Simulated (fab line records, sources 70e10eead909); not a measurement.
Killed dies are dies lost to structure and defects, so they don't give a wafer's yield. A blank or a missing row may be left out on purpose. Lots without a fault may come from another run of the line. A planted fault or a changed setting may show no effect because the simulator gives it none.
Chamber matching | flow nand_harc | NHARC_A_M1_DEP_33 on pecvd-03: 3 sister chambers
The step deposits SiCN, target thk 30 nm. 14 wafers are shown with their chamber, then 7 later ones without.

WAFERS WITH THEIR CHAMBER
wafer  | chamber | heater_power_w (W)
L081.2 | 1       | 551
L081.3 | 2       | 516
L081.5 | 2       | 531
L082.2 | 1       | 461
L082.4 | 0       | 699
L082.5 | 1       | 471
L083.1 | 0       | 766
L083.5 | 2       | 521
L083.6 | 0       | 761
L085.3 | 2       | 545
L085.4 | 0       | 745
L085.6 | 2       | 537
L087.1 | 1       | 531
L087.3 | 0       | 778

SIGNATURES (means of the wafers above)
reading        | chamber 0 | chamber 1 | chamber 2 | scatter within a chamber
heater_power_w | 749.80    | 503.50    | 530.00    | 30.5
Rule: a wafer's distance from a chamber is the root of the sum, over the readings, of the square of ((its reading less the chamber's mean) divided by the reading's scatter). The wafer belongs to the nearest chamber; if the next one is less than 2 further off, it can't be placed. The scatter: the root of (the sum of the squares of (reading less its chamber's mean) over the shown wafers, divided by (wafers less chambers)).

WAFERS WITHOUT THEIR CHAMBER
wafer  | heater_power_w (W)
L087.4 | 538
L090.1 | 524
L090.3 | 680
L090.4 | 520
L096.4 | 480
L096.5 | 787
L096.6 | 593

WHICH CHAMBER EACH WENT THROUGH
wafer  | from the rows above     | in truth
L087.4 | can't be placed: 2 or 1 | 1
L090.1 | can't be placed: 2 or 1 | 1
L090.3 | 0                       | 0
L090.4 | can't be placed: 2 or 1 | 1
L096.4 | can't be placed: 1 or 2 | 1
L096.5 | 0                       | 0
L096.6 | can't be placed: 2 or 1 | 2
Placed correctly: 2 of 7. Can't be placed from these rows: 5 (the true chamber is among the candidates in 5). Placed wrongly: 0.
